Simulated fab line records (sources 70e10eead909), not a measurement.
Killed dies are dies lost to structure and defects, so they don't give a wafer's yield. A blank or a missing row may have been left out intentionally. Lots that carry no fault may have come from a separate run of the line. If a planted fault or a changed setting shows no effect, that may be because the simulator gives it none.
Matching of chambers    flow nand-harc    NHARC_A_CONTACT_ETCH_88 on rie-diel-06 has 4 sister chambers
The step etches the open film in CF4, target depth 39 nm, time 65 s. 4 wafers are shown with their chamber, then 10 later ones without.

## WAFERS, EACH WITH ITS CHAMBER
wafer   chamber  showerhead-plenum-p-Torr (Torr)
L078.3  3        1.69
L083.2  0        1.80
L082.1  2        1.68
L082.2  1        1.90

## WAFERS WITHOUT THEIR CHAMBER
wafer   showerhead-plenum-p-Torr (Torr)
L082.5  1.90
L087.3  1.80
L087.4  1.89
L087.6  1.67
L091.3  1.67
L091.4  1.80
L091.6  1.68
L092.4  1.67
L092.5  1.89
L092.6  1.80

## EACH ONE'S CHAMBER
wafer   from the rows above      in truth
L082.5  1                        1
L087.3  0                        0
L087.4  1                        1
L087.6  can't be placed: 2 or 3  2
L091.3  can't be placed: 2 or 3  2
L091.4  0                        0
L091.6  can't be placed: 2 or 3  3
L092.4  can't be placed: 2 or 3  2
L092.5  1                        1
L092.6  0                        0
Correct placement for 6 of the 10. These rows do not allow placing 4 (true chamber among the candidates in 4). Placed wrongly: 0.
How it was worked out, from the rows above alone: a wafer's distance from a chamber is the root of the sum, over the readings, of the square of ((its reading less the chamber's mean) divided by the reading's scatter). If the next closest chamber is less than 2 further off than the closest, the wafer can't be placed; otherwise it belongs to the closest. The mean given for a chamber averages the wafers shown for that chamber. The scatter (one wafer shown for each chamber): square how far every hidden wafer sits from the nearest shown wafer, average those squares and take the square root.
